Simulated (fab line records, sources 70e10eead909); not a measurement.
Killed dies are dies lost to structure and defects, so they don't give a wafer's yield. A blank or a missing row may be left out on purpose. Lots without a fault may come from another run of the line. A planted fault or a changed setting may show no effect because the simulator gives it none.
fab line records | flow nand_harc
record lots=24 wafers=72 last_day=24
route steps=1159 shown P_CONTACT@219 P_M0@268 P_M1@306 P_M2@329
lots that met no fault: from a run of the same line without faults
start_h: hours from the record's first day to the start of the lot's first wafer shown | wait_h: hours since the lot's step before | " the same as in the row above | L1.1+2: a row that stands for several wafers | - no value, or no start given | * or withheld: withheld | < > ~ a bound
route shown NAME@n: a module of which the file shows steps, and the number in the route of the first | usual: mean/standard deviation of fault-free wafers | same: alike in all rows | chamber/n: place in a boat | sites: the reading at each site | _std_site: their standard deviation | _edge_site: outer sites' mean less inner sites' | radius_mm: how far each site lies from the wafer's centre | mask NAME#n: copy n | behind: the tool/chamber that last shaped the wafer | hold: why the lot was held/for how many hours/how that ended | device: the transistor (n, p or np) that didn't switch | end of line: the same wafers' tests at the end of the route | a step without rows: its recipe alone | killed: dies lost to structure and defects at the first sort, not the wafer's yield | map: a wafer's dies, x killed, . not, _ none there
set.NAME: the setting as run; set.NAME@STEP: as run at that earlier step | model.NAME: the simulator's own value behind a step, which no gauge read
steps of the route over a sample of lots; a table a step, a row a wafer
services: from which hour (start_h, from the record's first day; less than 0 if before it) a tool's chamber was out of use, for how many hours, and why
## steps
# step NHARC_P_CONTACT_CMP_01
# recipe target_thk_nm=200 material=SiO2
# usual motor_current_A=12.0/0.82 slurry_flow_ml_min=150.0/0.45
# columns lot.wafer tool chamber start_h wait_h motor_current_A slurry_flow_ml_min
L074.2 cmp-03 1 101.95 - 11.5 150.6
L074.4 " 3 " " 12.5 149.6
L074.6 " 2 " " 13.6 149.2
L075.1 cmp-03 1 117.22 - 11.7 150.9
L075.3 " 3 " " 13.1 150.3
L075.6 " 0 " " 11.9 150.2
L076.1 cmp-03 1 117.69 - 11.5 150.9
L076.2 " 0 " " 11.2 150.1
L076.6 " 2 " " 12.7 150.2
L077.2 cmp-01 0 129.73 - 10.3 149.8
L077.4 " 1 " " 12.6 149.9
L077.5 " 3 " " 11.2 150.0
L079.4 cmp-03 3 131.91 - 11.8 149.6
L079.1 " 1 " " 12.0 150.7
L079.6 " 3 " " 13.3 150.1
L078.1 cmp-03 2 132.58 - 13.2 149.6
L078.6 " 2 " " 12.4 150.1
L078.5 " 3 " " 12.7 150.9
L080.4 cmp-01 2 144.46 - 11.6 150.1
L080.2 " 3 " " 11.9 149.5
L080.1 " 0 " " 10.3 150.0
L081.2 cmp-02 1 152.64 - 12.6 150.4
L081.4 " 2 " " 13.2 149.8
L081.6 " 3 " " 12.3 150.3
L082.4 cmp-01 1 153.79 - 12.6 149.7
L082.6 " 2 " " 12.1 150.1
L082.5 " 3 " " 11.6 150.1
L083.2 cmp-03 1 164.15 - 11.0 150.5
L083.6 " 3 " " 12.5 150.2
L083.5 " 0 " " 12.2 149.9
L084.2 cmp-01 2 168.45 - 11.9 150.6
L084.3 " 3 " " 11.5 150.1
L084.5 " 3 " " 11.9 150.5
L087.1 cmp-01 2 184.73 - 11.5 149.7
L087.5 " 3 " " 11.7 149.9
L087.6 " 0 " " 11.1 150.0
L086.2 cmp-01 3 185.32 - 11.2 149.6
L086.1 " 1 " " 12.7 149.1
L086.5 " 3 " " 11.8 150.5
L085.3 cmp-03 2 185.58 - 13.7 149.6
L085.2 " 1 " " 11.4 150.1
L085.5 " 3 " " 12.0 150.2
L089.2 cmp-02 3 196.26 - 12.0 149.9
L089.6 " 0 " " 11.0 149.7
L089.5 " 1 " " 13.0 150.2
L088.1 cmp-01 3 198.41 - 11.7 149.9
L088.3 " 0 " " 10.3 150.1
L088.6 " 2 " " 11.8 150.3
L091.4 cmp-01 1 202.67 - 12.3 148.9
L091.2 " 2 " " 12.1 150.4
L091.6 " 1 " " 12.4 149.1
L090.4 cmp-03 2 204.20 - 12.4 149.6
L090.2 " 3 " " 12.3 150.4
L090.5 " 3 " " 13.2 150.5
L092.2 cmp-01 1 215.58 - 12.4 149.8
L092.4 " 3 " " 12.2 150.0
L092.6 " 1 " " 12.9 150.5
L094.2 cmp-02 0 231.27 - 12.4 149.4
L094.5 " 2 " " 13.6 149.6
L094.6 " 3 " " 12.9 149.6
L093.2 cmp-01 3 232.40 - 11.8 149.5
L093.1 " 2 " " 11.9 150.3
L093.6 " 0 " " 10.8 150.0
L095.3 cmp-03 3 235.69 - 12.5 148.9
L095.1 " 0 " " 12.7 149.5
L095.6 " 2 " " 12.8 150.5
L096.4 cmp-01 1 240.27 - 12.0 149.7
L096.1 " 2 " " 11.5 149.3
L096.5 " 0 " " 10.4 149.6
L097.4 cmp-02 0 240.66 - 11.3 149.8
L097.3 " 3 " " 12.6 150.2
L097.6 " 0 " " 11.4 149.7
# step NHARC_P_CONTACT_PVD_32
# recipe target_thk_a=50 chamber_pressure_pa=5 power_w=5000 substrate_temp_c=200 time_s=17.7 material=Ti
# usual chamber_pressure_pa=4.999/0.0097 throttle_valve_pct=30.0/0.79
# columns lot.wafer tool chamber start_h wait_h chamber_pressure_pa throttle_valve_pct
L074.2 pvd_sputter-01 - - - 4.996 29.8
L074.4 " - " " 5.003 29.2
L074.6 " - " " 5.002 29.2
L075.1 pvd_sputter-01 - - - 5.021 30.0
L075.3 " - " " 4.982 29.0
L075.6 " - " " 4.989 29.9
L076.2 pvd_sputter-03 - - - 5.024 29.9
L076.1 " - " " 5.022 31.1
L076.6 " - " " 4.998 31.8
L077.4 pvd_sputter-02 - - - 5.009 29.1
L077.2 " - " " 4.996 29.8
L077.5 " - " " 5.006 28.9
L079.4 pvd_sputter-03 - - - 4.997 29.5
L079.1 " - " " 5.010 30.9
L079.6 " - " " 5.002 31.3
L078.1 pvd_sputter-01 - - - 5.018 30.0
L078.6 " - " " 4.994 29.4
L078.5 " - " " 4.993 29.2
L080.1 pvd_sputter-01 - - - 5.009 29.9
L080.2 " - " " 4.998 30.0
L080.4 " - " " 4.986 28.9
L081.2 pvd_sputter-03 - - - 5.002 29.9
L081.4 " - " " 4.983 30.9
L081.6 " - " " 5.010 29.9
L082.4 pvd_sputter-03 - - - 4.987 29.7
L082.5 " - " " 4.995 29.7
L082.6 " - " " 5.001 31.5
L083.2 pvd_sputter-03 - - - 5.012 31.8
L083.6 " - " " 5.007 29.8
L083.5 " - " " 5.000 30.8
L084.3 pvd_sputter-02 - - - 4.987 30.3
L084.2 " - " " 5.005 29.2
L084.5 " - " " 5.007 30.2
L087.1 pvd_sputter-01 - - - 5.007 29.0
L087.5 " - " " 4.995 30.3
L087.6 " - " " 4.988 30.7
L086.1 pvd_sputter-02 - - - 5.018 28.9
L086.2 " - " " 5.000 30.0
L086.5 " - " " 4.995 29.4
L085.3 pvd_sputter-03 - - - 4.989 32.3
L085.2 " - " " 5.016 31.1
L085.5 " - " " 5.005 30.1
L089.2 pvd_sputter-02 - - - 4.981 29.4
L089.6 " - " " 5.009 30.2
L089.5 " - " " 5.009 29.3
L088.1 pvd_sputter-01 - - - 5.012 29.5
L088.3 " - " " 4.982 30.3
L088.6 " - " " 5.004 29.3
L091.2 pvd_sputter-02 - - - 5.002 29.3
L091.4 " - " " 4.994 30.0
L091.6 " - " " 5.002 30.3
L090.4 pvd_sputter-02 - - - 5.007 29.9
L090.2 " - " " 4.999 30.0
L090.5 " - " " 4.984 29.4
L092.4 pvd_sputter-01 - - - 4.997 29.1
L092.2 " - " " 4.998 30.7
L092.6 " - " " 5.009 29.3
L094.2 pvd_sputter-01 - - - 4.989 29.2
L094.6 " - " " 5.003 29.4
L094.5 " - " " 5.006 29.0
L093.2 pvd_sputter-03 - - - 4.996 31.9
L093.1 " - " " 4.996 29.7
L093.6 " - " " 5.001 31.8
L095.3 pvd_sputter-01 - - - 4.999 30.7
L095.1 " - " " 4.996 29.7
L095.6 " - " " 5.004 30.2
L096.4 pvd_sputter-02 - - - 4.981 29.4
L096.1 " - " " 5.019 30.7
L096.5 " - " " 4.994 29.4
L097.3 pvd_sputter-01 - - - 4.990 29.1
L097.4 " - " " 4.999 30.0
L097.6 " - " " 4.996 29.5
# step NHARC_P_M0_ETCH_15
# recipe target_depth_a=1500 overetch_a=150 time_s=82.5 c4f8_flow_sccm=withheld ar_flow_sccm=400 rf_w=600 bias_w=300 chemistry=C4F8/Ar
# usual oes_product_au=0.958/0.019 rf_vpp_V=441.8/2.5
# columns lot.wafer tool chamber start_h wait_h oes_product_au rf_hours_counter_h rf_vpp_V
L074.4 rie_diel-11 1 - - 0.966 5 441.9
L074.2 " 2 " " 0.968 5 441.7
L074.6 " 1 " " 0.965 - 443.7
L075.3 rie_diel-03 2 - - 0.960 7 443.0
L075.1 " 3 " " 0.948 7 439.8
L075.6 " 3 " " 0.947 - 439.5
L076.2 rie_diel-01 0 130.17 0.1 0.924 10 442.6
L076.1 " 2 " " 0.949 12 442.0
L076.6 " 0 " " 0.937 - 442.6
L077.2 rie_diel-03 2 - - 0.958 7 442.7
L077.5 " 2 " " 0.956 - 443.5
L077.4 " 1 " " 0.979 - 438.6
L079.1 rie_diel-03 0 - - 0.945 5 443.9
L079.4 " 3 " " 0.939 7 439.4
L079.6 " 0 " " 0.950 - 444.6
L078.1 rie_diel-03 0 - - 0.956 5 446.0
L078.5 " 0 " " 0.963 - 446.7
L078.6 " 1 " " 0.968 - 438.3
L080.4 rie_diel-03 1 - - 0.944 7 439.2
L080.1 " 3 " " 0.919 7 440.7
L080.2 " 0 " " 0.950 5 445.3
L081.2 rie_diel-03 1 - - 0.976 8 438.6
L081.4 " 0 " " 0.987 - 445.2
L081.6 " 1 " " 0.991 - 439.4
L082.4 rie_diel-11 1 - - 0.959 8 443.7
L082.5 " 2 " " 0.970 - 443.1
L082.6 " 3 " " 0.973 - 442.0
L083.2 rie_diel-01 2 - - 0.984 2 443.1
L083.6 " 0 " " 0.965 - 443.8
L083.5 " 1 " " 0.949 - 444.5
L084.2 rie_diel-03 0 - - 0.951 9 445.8
L084.3 " 1 " " 0.950 11 437.5
L084.5 " 2 " " 0.919 - 442.1
L087.1 rie_diel-03 1 - - 0.951 11 436.4
L087.5 " 2 " " 0.935 - 441.8
L087.6 " 0 " " 0.945 - 445.7
L086.2 rie_diel-03 2 - - 0.918 9 442.8
L086.1 " 0 " " 0.930 9 444.4
L086.5 " 2 " " 0.925 - 443.4
L085.2 rie_diel-01 0 - - 0.974 4 443.0
L085.3 " 2 " " 0.964 4 442.0
L085.5 " 0 " " 0.980 - 441.9
L089.2 rie_diel-01 3 - - 0.939 5 438.9
L089.6 " 2 " " 0.988 - 442.8
L089.5 " 3 " " 0.951 - 439.5
L088.1 rie_diel-01 2 - - 0.970 4 440.6
L088.3 " 3 " " 0.948 5 440.1
L088.6 " 2 " " 0.976 - 441.0
L091.2 rie_diel-01 3 - - 0.948 5 439.3
L091.4 " 1 " " 0.954 6 444.2
L091.6 " 0 " " 0.950 - 441.3
L090.2 rie_diel-01 2 - - 0.967 4 442.0
L090.4 " 0 " " 0.957 6 443.2
L090.5 " 2 " " 0.965 - 441.0
L092.2 rie_diel-11 2 - - 0.964 1 442.4
L092.4 " 3 " " 0.956 1 442.2
L092.6 " 2 " " 0.966 - 441.7
L094.2 rie_diel-03 3 - - 0.975 0 439.7
L094.6 " 1 " " 0.980 - 438.0
L094.5 " 2 " " 0.965 - 442.2
L093.2 rie_diel-11 1 - - 0.952 2 443.8
L093.1 " 0 " " 0.974 2 444.6
L093.6 " 3 " " 0.936 - 444.0
L095.1 rie_diel-03 0 - - 0.999 0 446.7
L095.3 " 1 " " 0.981 0 437.9
L095.6 " 3 " " 0.967 - 440.6
L096.1 rie_diel-03 2 - - 0.971 1 443.0
L096.4 " 1 " " 0.990 1 437.8
L096.5 " 2 " " 0.966 - 441.8
L097.4 rie_diel-03 1 - - 0.968 1 437.1
L097.3 " 3 " " 0.963 1 440.7
L097.6 " 1 " " 0.975 - 438.1
# step NHARC_P_M1_PRE_CLEAN_30
# recipe time_s=30 temp_c=280 gas=H2/He
# usual heater_power_w=417/41
# columns lot.wafer tool chamber start_h wait_h heater_power_w
L074.4 pvd_sputter-03 - - - 472
L074.2 " - " " 404
L074.6 " - " " 481
L075.1 pvd_sputter-02 - - - 472
L075.3 " - " " 439
L075.6 " - " " 351
L076.2 pvd_sputter-02 - - - 439
L076.1 " - " " 417
L076.6 " - " " 349
L077.4 pvd_sputter-02 - - - 436
L077.2 " - " " 460
L077.5 " - " " 430
L078.1 pvd_sputter-01 - - - 396
L078.6 " - " " 370
L078.5 " - " " 394
L079.1 pvd_sputter-03 - - - 459
L079.4 " - " " 433
L079.6 " - " " 442
L080.4 pvd_sputter-02 - - - 350
L080.1 " - " " 433
L080.2 " - " " 477
L081.2 pvd_sputter-02 - - - 439
L081.4 " - " " 361
L081.6 " - " " 428
L082.4 pvd_sputter-03 - - - 404
L082.5 " - " " 468
L082.6 " - " " 416
L083.2 pvd_sputter-01 - - - 346
L083.5 " - " " 359
L083.6 " - " " 415
L084.2 pvd_sputter-03 - - - 488
L084.3 " - " " 404
L084.5 " - " " 468
L087.1 pvd_sputter-02 - - - 463
L087.5 " - " " 429
L087.6 " - " " 414
L086.1 pvd_sputter-03 - - - 459
L086.2 " - " " 453
L086.5 " - " " 475
L085.2 pvd_sputter-02 - - - 429
L085.3 " - " " 426
L085.5 " - " " 438
L089.2 pvd_sputter-01 - - - 408
L089.6 " - " " 356
L089.5 " - " " 412
L088.3 pvd_sputter-01 - - - 362
L088.1 " - " " 410
L088.6 " - " " 360
L091.2 pvd_sputter-03 - - - 401
L091.4 " - " " 438
L091.6 " - " " 403
L090.4 pvd_sputter-03 - - - 456
L090.2 " - " " 447
L090.5 " - " " 470
L092.2 pvd_sputter-03 - - - 471
L092.4 " - " " 453
L092.6 " - " " 462
L094.2 pvd_sputter-03 - - - 469
L094.5 " - " " 397
L094.6 " - " " 451
L093.2 pvd_sputter-01 - - - 346
L093.1 " - " " 404
L093.6 " - " " 338
L095.1 pvd_sputter-01 - - - 407
L095.3 " - " " 337
L095.6 " - " " 403
L096.1 pvd_sputter-01 - - - 348
L096.4 " - " " 405
L096.5 " - " " 406
L097.4 pvd_sputter-03 - - - 448
L097.3 " - " " 488
L097.6 " - " " 395
# step NHARC_P_M1_INSPECT_27
# usual raw_defect_count=322/120
# columns lot.wafer tool chamber start_h wait_h raw_defect_count
L074.2 defect_inspect-02 - 113.66 0.0 215
L074.4 " - " " 372
L074.6 " - " " 213
L075.1 defect_inspect-01 - 136.25 0.0 247
L075.3 " - " " 334
L075.6 " - " " 274
L076.1 defect_inspect-02 - 136.61 0.0 316
L076.2 " - " " 385
L076.6 " - " " 473
L077.2 defect_inspect-01 - 147.04 0.0 657
L077.4 " - " " 475
L077.5 " - " " 302
L078.1 defect_inspect-02 - 150.88 0.0 226
L078.5 " - " " 266
L078.6 " - " " 264
L079.1 defect_inspect-02 - 151.38 0.0 163
L079.4 " - " " 166
L079.6 " - " " 204
L080.1 defect_inspect-01 - 156.29 0.0 162
L080.2 " - " " 177
L080.4 " - " " 275
L081.2 defect_inspect-01 - 165.33 0.0 179
L081.4 " - " " 478
L081.6 " - " " 355
L082.4 defect_inspect-01 - 166.25 0.0 277
L082.5 " - " " 445
L082.6 " - " " 684
L083.2 defect_inspect-01 - 175.73 0.0 338
L083.5 " - " " 434
L083.6 " - " " 455
L084.2 defect_inspect-02 - 180.40 0.0 282
L084.3 " - " " 326
L084.5 " - " " 217
L087.1 defect_inspect-02 - 196.71 0.0 246
L087.5 " - " " 381
L087.6 " - " " 219
L086.1 defect_inspect-01 - 197.62 0.0 465
L086.2 " - " " 368
L086.5 " - " " 274
L085.2 defect_inspect-01 - 198.03 0.0 289
L085.3 " - " " 268
L085.5 " - " " 167
L089.2 defect_inspect-01 - 214.12 0.0 224
L089.5 " - " " 344
L089.6 " - " " 453
L088.1 defect_inspect-02 - 215.62 0.0 303
L088.3 " - " " 709
L088.6 " - " " 433
L091.2 defect_inspect-02 - 216.16 0.0 232
L091.4 " - " " 266
L091.6 " - " " 262
L090.2 defect_inspect-01 - 221.31 0.0 173
L090.4 " - " " 397
L090.5 " - " " 188
L092.2 defect_inspect-01 - 227.31 0.0 282
L092.4 " - " " 247
L092.6 " - " " 175
L094.2 defect_inspect-02 - 245.87 0.0 214
L094.5 " - " " 288
L094.6 " - " " 179
L093.1 defect_inspect-01 - 246.00 0.0 317
L093.2 " - " " 318
L093.6 " - " " 290
L095.1 defect_inspect-02 - 248.43 0.0 392
L095.3 " - " " 342
L095.6 " - " " 424
L096.1 defect_inspect-01 - 252.26 0.0 508
L096.4 " - " " 326
L096.5 " - " " 329
L097.3 defect_inspect-02 - 252.81 0.0 162
L097.4 " - " " 237
L097.6 " - " " 319
# step NHARC_P_M2_OVL_MEAS_10
# recipe pitch_nm=340
# usual overlay_x_nm=-0.2/0.84 overlay_y_nm=-0.2/0.93
# columns lot.wafer tool chamber start_h wait_h overlay_x_nm overlay_y_nm
L074.2 overlay-02 - 115.00 - 0.5 0.1
L074.4 " - " " 1.2 0.1
L074.6 " - " " 0.9 -0.3
L075.1 overlay-02 - 137.72 - -1.0 -0.6
L075.3 " - " " -1.4 -0.5
L075.6 " - " " -0.8 -0.4
L076.1 overlay-01 - 137.95 - 0.7 -1.6
L076.2 " - " " 0.9 -1.5
L076.6 " - " " 0.4 -1.4
L077.2 overlay-02 - 148.47 - -0.8 -1.7
L077.4 " - " " -1.1 -1.5
L077.5 " - " " -1.1 -0.3
L078.1 overlay-02 - 152.35 - 0.3 -1.9
L078.5 " - " " 0.2 -1.4
L078.6 " - " " 0.4 -1.4
L079.1 overlay-01 - 152.86 - -0.2 0.4
L079.4 " - " " -0.6 -0.1
L079.6 " - " " -0.1 0.6
L080.1 overlay-01 - 157.65 - 0.4 0.4
L080.2 " - " " 0.9 0.4
L080.4 " - " " 0.8 0.4
L081.2 overlay-01 - 166.84 - 1.0 0.1
L081.4 " - " " 0.9 -0.3
L081.6 " - " " 0.6 0.2
L082.4 overlay-02 - 167.90 - -0.3 -1.9
L082.5 " - " " 0.0 -2.4
L082.6 " - " " -0.2 -1.6
L083.2 overlay-01 - 177.09 - 0.2 1.0
L083.5 " - " " 0.2 0.4
L083.6 " - " " 0.8 0.5
L084.2 overlay-02 - 181.88 - -0.9 1.5
L084.3 " - " " -0.5 1.2
L084.5 " - " " -0.8 1.2
L087.1 overlay-02 - 198.38 - -0.1 0.1
L087.5 " - " " 0.0 -0.1
L087.6 " - " " 0.2 0.0
L086.1 overlay-01 - 199.11 - -0.6 -0.3
L086.2 " - " " -0.5 -0.6
L086.5 " - " " 0.6 -0.3
L085.2 overlay-02 - 199.47 - -0.9 -2.2
L085.3 " - " " -0.8 -1.9
L085.5 " - " " -0.5 -1.9
L089.2 overlay-02 - 215.60 - -1.8 0.5
L089.5 " - " " -1.5 0.8
L089.6 " - " " -1.3 0.8
L088.1 overlay-01 - 217.10 - 0.8 0.0
L088.3 " - " " 0.6 0.3
L088.6 " - " " 0.1 0.1
L091.2 overlay-02 - 217.51 - 0.8 -1.0
L091.4 " - " " 0.9 -1.1
L091.6 " - " " 0.2 -1.2
L090.2 overlay-01 - 222.81 - 1.7 1.2
L090.4 " - " " 1.6 1.5
L090.5 " - " " 1.5 0.9
L092.2 overlay-02 - 228.72 - -0.7 0.8
L092.4 " - " " 0.0 0.4
L092.6 " - " " -0.8 0.8
L094.2 overlay-01 - 247.69 - -1.0 -0.1
L094.5 " - " " -1.0 0.2
L094.6 " - " " -1.0 -0.4
L093.1 overlay-01 - 247.84 - -0.4 0.0
L093.2 " - " " -0.1 -0.5
L093.6 " - " " -0.7 0.2
L095.1 overlay-01 - 249.77 - -2.3 0.1
L095.3 " - " " -2.1 0.1
L095.6 " - " " -1.4 0.3
L096.1 overlay-01 - 253.64 - -1.5 -0.1
L096.4 " - " " -0.7 -0.8
L096.5 " - " " -0.9 -0.3
L097.3 overlay-01 - 254.28 - -0.1 -0.2
L097.4 " - " " -0.9 0.4
L097.6 " - " " -0.6 0.3
## services
# columns tool chamber start_h hours kind
cmp-01 - 81.54 4.0 pm
cmp-01 - 85.91 22.4 repair
cmp-03 - 87.09 2.4 repair
rie_diel-03 - 101.96 1.0 repair
pvd_sputter-03 - 102.00 10.0 pm
pvd_sputter-01 - 105.46 3.6 repair
pvd_sputter-01 - 110.59 2.9 repair
rie_diel-03 0 111.83 30.8 repair
pvd_sputter-03 - 131.62 1.7 repair
cmp-03 - 156.00 4.0 pm
pvd_sputter-01 - 156.06 3.1 repair
rie_diel-03 2 157.31 12.0 repair
cmp-03 - 164.57 2.1 repair
cmp-03 - 174.44 0.8 repair
cmp-01 - 179.54 4.0 pm
rie_diel-03 3 189.59 19.7 repair
rie_diel-03 2 195.69 7.1 repair
pvd_sputter-01 - 195.95 5.0 repair
cmp-03 - 201.41 2.5 repair
rie_diel-03 - 215.30 9.0 pm
pvd_sputter-02 - 215.79 10.0 pm
cmp-03 - 216.00 3.0 repair
cmp-03 - 225.73 1.2 repair
cmp-03 - 241.58 0.7 repair
## key
fault none
